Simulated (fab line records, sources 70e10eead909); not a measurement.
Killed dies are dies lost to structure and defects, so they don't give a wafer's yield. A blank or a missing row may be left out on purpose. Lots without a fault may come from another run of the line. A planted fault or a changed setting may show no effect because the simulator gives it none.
Which tool did it? | flow nand_harc | 11 lots, 33 wafers sampled, at 5 steps of a route of 1302

WHAT THE GAUGES READ, wafer by wafer
NHARC_END_SORT_01. Usual: defect_limited_yield 92.5 %, standard deviation 2.5; killed_at_array 46, standard deviation 16; killed_at_other 0.9, standard deviation 1.3; killed_at_periphery 4.1, standard deviation 3; killed_dies 51, standard deviation 17; killed_open 3.5, standard deviation 1.8; killed_short 2.5, standard deviation 1.8; sort_bin_2_pct 2.6 %, standard deviation 1.1; sort_bin_3_pct 0.6 %, standard deviation 0.37; sort_bin_4_pct 4.4 %, standard deviation 1.4; sort_n_pass 626, standard deviation 17; sort_rim_yield_pct 88 %, standard deviation 4.6; sort_yield_pct 92.5 %, standard deviation 2.5.
lot  | measured     | on        | defect_limited_yield (%) | killed_at_array | killed_at_other | killed_at_periphery | killed_dies | killed_open | killed_short | sort_bin_2_pct (%) | sort_bin_3_pct (%) | sort_bin_4_pct (%) | sort_n_pass | sort_rim_yield_pct (%) | sort_yield_pct (%) | flag
L487 | day 27 13:23 | prober-01 | 93.8                     | 39              | 0               | 3                   | 42          | 3           | 1            | 4.0                | 0.1                | 2.1                | 635         | 86                     | 93.8               |
L497 | day 31 23:01 | prober-02 | 88.8 86.0 86.4           | 67 88 86        | 6 0 1           | 3 7 5               | 76 95 92    | 5 5 4       | 3 6 5        | 4.4 4.1 4.6        | 0.3 0.9 1.2        | 6.5 9.0 7.8        | 601 582 585 | 83 75 76               | 88.8 86.0 86.4     |

WHICH TOOL RAN EACH LOT (tool, then ch and the chambers of the sampled wafers, then the start)
lot  | NHARC_A_M0_PVD_20                       | NHARC_A_M1_STRIP_18                | NHARC_A_M1_ETCH_28                 | NHARC_A_M1_PVD_20
L484 | pvd_sputter-02, day 23 16:32 or earlier | rie_diel-03 ch 0,1,2, day 23 16:32 | rie_diel-03 ch 0,1, day 23 16:47   | pvd_sputter-01, no start
L481 | pvd_sputter-01, day 23 19:10 or earlier | rie_diel-06 ch 0,3, day 23 19:10   | rie_diel-06 ch 0,1,2, day 23 19:25 | pvd_sputter-01, no start
L483 | pvd_sputter-02, day 23 19:44 or earlier | rie_diel-03 ch 0,2,3, day 23 19:44 | rie_diel-03 ch 0,1,2, day 23 19:57 | pvd_sputter-02, no start
L487 | pvd_sputter-01, day 26 01:31 or earlier | rie_diel-03 ch 0,1,2, day 26 01:31 | rie_diel-03 ch 1,2,3, day 26 01:46 | pvd_sputter-03, day 27 13:23 or earlier
L498 | pvd_sputter-03, day 30 09:05 or earlier | rie_diel-03 ch 0,3, day 30 09:05   | rie_diel-03 ch 0,1,2, day 30 09:19 | pvd_sputter-01, no start
L497 | pvd_sputter-02, day 30 12:09 or earlier | rie_diel-03 ch 0,2,3, day 30 12:09 | rie_diel-03 ch 0,1,3, day 30 12:22 | pvd_sputter-01, day 31 23:01 or earlier
L499 | pvd_sputter-02, day 31 03:03 or earlier | rie_diel-06 ch 0,1,2, day 31 03:03 | rie_diel-06 ch 0,1,2, day 31 03:18 | pvd_sputter-02, no start
L500 | pvd_sputter-01, day 31 10:09 or earlier | rie_diel-03 ch 1,2,3, day 31 10:09 | rie_diel-03 ch 2,3, day 31 10:22   | pvd_sputter-02, no start
L502 | pvd_sputter-01, day 32 04:27 or earlier | rie_diel-03 ch 0,1,2, day 32 04:27 | rie_diel-03 ch 0,2,3, day 32 04:40 | pvd_sputter-03, no start
L503 | pvd_sputter-03, day 32 04:50 or earlier | rie_diel-06 ch 0,2,3, day 32 04:50 | rie_diel-06 ch 0,1,2, day 32 05:04 | pvd_sputter-01, no start
L504 | pvd_sputter-02, day 32 14:57 or earlier | rie_diel-06 ch 1,2,3, day 32 14:57 | rie_diel-06 ch 0,2, day 32 15:12   | pvd_sputter-03, no start
- NHARC_A_M0_PVD_20: deposits TaN, target thk 5 nm, time 8.06 s.
- NHARC_A_M1_STRIP_18: strips in N2/H2.
- NHARC_A_M1_ETCH_28: etches the open film in CF4/N2, target depth 30 nm, time 72.99 s.
- NHARC_A_M1_PVD_20: deposits TaN, target thk 5 nm, time 8.06 s.

WHAT THE TOOLS THEMSELVES READ (means of the sampled wafers that have a number; where no wafer has one, the mark that the record gives instead)
NHARC_A_M0_PVD_20. Usual: bias_v 168.5 V, standard deviation 1.6; throttle_valve_pct 30.3 %, standard deviation 1.
lot  | tool           | bias_v (V) | throttle_valve_pct (%) | flag
L484 | pvd_sputter-02 | 169.3      | 30.7                   |
L481 | pvd_sputter-01 | 168.9      | 29.8                   |
L483 | pvd_sputter-02 | 167.3      | 32.0                   |
L487 | pvd_sputter-01 | 169.1      | 30.5                   |
L498 | pvd_sputter-03 | 167.7      | 29.7                   |
L497 | pvd_sputter-02 | 167.0      | 30.1                   |
L499 | pvd_sputter-02 | 168.8      | 31.5                   |
L500 | pvd_sputter-01 | 167.7      | 29.4                   |
L502 | pvd_sputter-01 | 168.8      | 30.4                   |
L503 | pvd_sputter-03 | 168.3      | 30.9                   |
L504 | pvd_sputter-02 | 167.0      | 31.2                   |

NHARC_A_M1_STRIP_18. Usual: drypump_motor_current_A 5.7 A, standard deviation 0.41; n2_flow_sccm 150.0 sccm, standard deviation 0.48; oes_product_au 0.996 a.u., standard deviation 0.0081; rf_vpp_V 90.3 V, standard deviation 1.1; showerhead_plenum_p_Torr 1.98 Torr, standard deviation 0.097; throttle_valve_pct 14.173 %, standard deviation 0.0084.
lot  | tool        | drypump_motor_current_A (A) | n2_flow_sccm (sccm) | oes_product_au (a.u.) | rf_vpp_V (V) | showerhead_plenum_p_Torr (Torr) | throttle_valve_pct (%) | flag
L484 | rie_diel-03 | 5.6                         | 150.2               | 0.993                 | 90.0         | 1.94                            | 14.175                 |
L481 | rie_diel-06 | 5.7                         | 149.8               | 1.002                 | 89.9         | 1.93                            | 14.174                 |
L483 | rie_diel-03 | 5.8                         | 149.7               | 0.987                 | 89.7         | 1.96                            | 14.173                 |
L487 | rie_diel-03 | 5.6                         | 150.1               | 1.000                 | 90.3         | 1.94                            | 14.170                 |
L498 | rie_diel-03 | 5.7                         | 149.7               | 0.991                 | 90.2         | 2.00                            | 14.167                 |
L497 | rie_diel-03 | 5.8                         | 149.4               | 0.994                 | 90.5         | 1.95                            | 14.177                 |
L499 | rie_diel-06 | 5.8                         | 150.1               | 1.004                 | 91.4         | 2.05                            | 14.171                 |
L500 | rie_diel-03 | 5.8                         | 149.7               | 0.998                 | 89.9         | 1.91                            | 14.176                 |
L502 | rie_diel-03 | 5.5                         | 150.3               | 1.001                 | 89.9         | 1.93                            | 14.177                 |
L503 | rie_diel-06 | 5.6                         | 149.6               | 0.995                 | 90.5         | 2.01                            | 14.172                 |
L504 | rie_diel-06 | 6.0                         | 149.9               | 0.989                 | 90.2         | 2.05                            | 14.167                 |

NHARC_A_M1_ETCH_28. Usual: drypump_motor_current_A 5.7 A, standard deviation 0.41; n2_flow_sccm 100.0 sccm, standard deviation 0.32; oes_product_au 0.996 a.u., standard deviation 0.0085; rf_vpp_V 313.0 V, standard deviation 2.2; showerhead_plenum_p_Torr 2.56 Torr, standard deviation 0.12; throttle_valve_pct 19.795 %, standard deviation 0.0092.
lot  | tool        | drypump_motor_current_A (A) | n2_flow_sccm (sccm) | oes_product_au (a.u.) | rf_vpp_V (V) | showerhead_plenum_p_Torr (Torr) | throttle_valve_pct (%) | flag
L484 | rie_diel-03 | 5.4                         | 99.6                | 0.993                 | 312.4        | 2.51                            | 19.794                 |
L481 | rie_diel-06 | 5.7                         | 99.9                | 1.001                 | 314.0        | 2.63                            | 19.801                 |
L483 | rie_diel-03 | 5.6                         | 100.0               | 0.988                 | 312.4        | 2.50                            | 19.796                 |
L487 | rie_diel-03 | 5.8                         | 100.0               | 0.942                 | 311.2        | 2.48                            | 19.787                 | OFF
L498 | rie_diel-03 | 5.6                         | 100.2               | 0.996                 | 311.9        | 2.50                            | 19.798                 |
L497 | rie_diel-03 | 5.6                         | 99.9                | 1.001                 | 312.8        | 2.53                            | 19.792                 |
L499 | rie_diel-06 | 5.8                         | 99.9                | 1.001                 | 313.3        | 2.63                            | 19.805                 |
L500 | rie_diel-03 | 5.9                         | 100.0               | 0.999                 | 311.5        | 2.47                            | 19.797                 |
L502 | rie_diel-03 | 5.8                         | 100.1               | 0.996                 | 312.6        | 2.52                            | 19.790                 |
L503 | rie_diel-06 | 5.8                         | 99.5                | 1.000                 | 313.7        | 2.63                            | 19.800                 |
L504 | rie_diel-06 | 5.5                         | 100.2               | 0.991                 | 314.8        | 2.70                            | 19.797                 |

NHARC_A_M1_PVD_20. Usual: bias_v 168.4 V, standard deviation 1.7; throttle_valve_pct 30.2 %, standard deviation 1.
lot  | tool           | bias_v (V) | throttle_valve_pct (%) | flag
L484 | pvd_sputter-01 | 169.7      | 29.9                   |
L481 | pvd_sputter-01 | 167.8      | 29.4                   |
L483 | pvd_sputter-02 | 168.6      | 30.2                   |
L487 | pvd_sputter-03 | 167.9      | 29.7                   |
L498 | pvd_sputter-01 | 167.8      | 29.4                   |
L497 | pvd_sputter-01 | 167.7      | 29.5                   |
L499 | pvd_sputter-02 | 168.3      | 31.0                   |
L500 | pvd_sputter-02 | 168.5      | 32.1                   |
L502 | pvd_sputter-03 | 167.0      | 29.7                   |
L503 | pvd_sputter-01 | 169.4      | 29.8                   |
L504 | pvd_sputter-03 | 168.5      | 30.5                   |

THE ANSWER, worked out from the rows above alone
Rule: a lot is off if the mean of its wafers that have a number lies more than 3 standard deviations from the usual mean. A lot without any number at a reading at which 4 lots or more have one is off too. The other lots that the step has rows for count as sound. The gauges are gone through in route order, then the tools' own readings, and for those a lot's mean is taken as printed above. The first step at which some lot is off is used, and at that step the reading that is off furthest; a lot without a number counts as furthest.
Off: L487, at NHARC_A_M1_ETCH_28 (oes_product_au).
A tool fits if, at that step or a process step before it, it ran every lot that is off, and no sound lot after the first of them. NHARC_A_M0_PVD_20 gives no start for some lots, so the hours and the order of its lots are those of NHARC_A_M1_STRIP_18. None of those tried fits.

WHAT THE SIMULATOR HAD PUT IN
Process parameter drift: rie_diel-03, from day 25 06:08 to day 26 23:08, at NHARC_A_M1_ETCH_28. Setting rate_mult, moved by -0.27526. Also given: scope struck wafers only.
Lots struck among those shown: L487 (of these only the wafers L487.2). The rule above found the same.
